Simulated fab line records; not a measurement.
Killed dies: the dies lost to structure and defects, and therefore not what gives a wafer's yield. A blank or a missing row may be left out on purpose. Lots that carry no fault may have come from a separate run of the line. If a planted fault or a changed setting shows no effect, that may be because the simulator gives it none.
Problem report in the 8D (eight disciplines) form, filled by code + flow nand_harc + the parts of the form that need people (team, actions taken, sign-off) are left out

1. PROBLEM STATEMENT
At NHARC_END_SORT_01, killed_at_array averages 665 over 6 wafers from 3 lots, while fault-free wafers read 55, standard deviation 19. Measured from the usual mean, that is +32 standard deviations.
First seen on wafer L606.4, day 26 20:35, on prober-02. At this step, 11 wafers from 4 lots have a number in the record. By rule, "out" or "out of limits" means more than 4 standard deviations away from the usual mean. The other wafers with a number count as sound.

2. WHAT IT IS, AND WHAT IT ISN'T
| question                    | is                                             | is not                                                                         |
|-----------------------------|------------------------------------------------|--------------------------------------------------------------------------------|
| which readings at this step | killed_at_array, killed_dies                   | killed_at_other, killed_at_periphery, killed_open                              |
| which lots                  | L606, L607, L610                               | L616                                                                           |
| which wafers of those lots  | L606.4, L606.6, L607.4, L607.6, L610.4, L610.6 | L606.5, L607.1                                                                 |
| read on which gauges        | prober-01, prober-02                           | -                                                                              |
| when                        | from day 26 20:35                              | up to then (0 sound wafers); but 5 sound wafers of L606, L607, L616 came after |

3. THE SUSPECTS, EACH WITH WHAT RULES IT OUT
Counting: if a tool at a process step up to the reading ran every lot that is out, it stays a suspect. Sound lots after the first of them don't rule it out here, since some wafers of a struck lot are sound.
- the gauge at NHARC_END_SORT_01: ruled out. 2 gauges (prober-01, prober-02) read the wafers that are out.
- ald_hk-02 at NHARC_A_STAIRCASE_ALD_415 (deposits SiO2, target thk 30 nm, pulse time 6 s, ald cycles 300): kept. It ran every lot that is out, first L607 (day 19 10:28).
Left after counting: ald_hk-02 at NHARC_A_STAIRCASE_ALD_415.

4. THE CAUSE (what the simulator had put in)
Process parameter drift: ald_hk-02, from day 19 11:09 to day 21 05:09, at NHARC_A_STAIRCASE_ALD_415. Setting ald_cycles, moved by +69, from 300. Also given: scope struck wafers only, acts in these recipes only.
After counting, this tool was the only one left.

5. THE CHAIN OF EFFECTS, in route order
Each row: a reading where the mean over the struck wafers with a number is more than 3 standard deviations away from the usual. Only readings for which the record gives a usual standard deviation are gone through. hours: the time from each lot's start at the first step in this table that gives one to its start at this step, as a median over the lots. sigmas: the change in usual standard deviations.
| hours | step              | reading         | usual | on struck wafers | change | sigmas |
|-------|-------------------|-----------------|-------|------------------|--------|--------|
| 0     | NHARC_END_SORT_01 | killed_at_array | 55    | 665              | +610   | +32    |
| 0     | NHARC_END_SORT_01 | killed_dies     | 60    | 670              | +610   | +31    |

6. HOW IT WOULD HAVE BEEN CAUGHT EARLIER
Counted from the fault's start at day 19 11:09, it took 177 hours until the first out-of-limits reading at a measuring or inspecting step in this record, taken at day 26 20:35.
An alarm limit of 4 standard deviations would not have fired on the tool readings at NHARC_A_STAIRCASE_ALD_415 for which the record gives a usual standard deviation, since none of them was out on any struck wafer.
Each of the lots that are out, 3 in all, had begun NHARC_A_STAIRCASE_ALD_415 on ald_hk-02 no later than day 26 20:35. A hold on the tool at that time would have spared none of them.
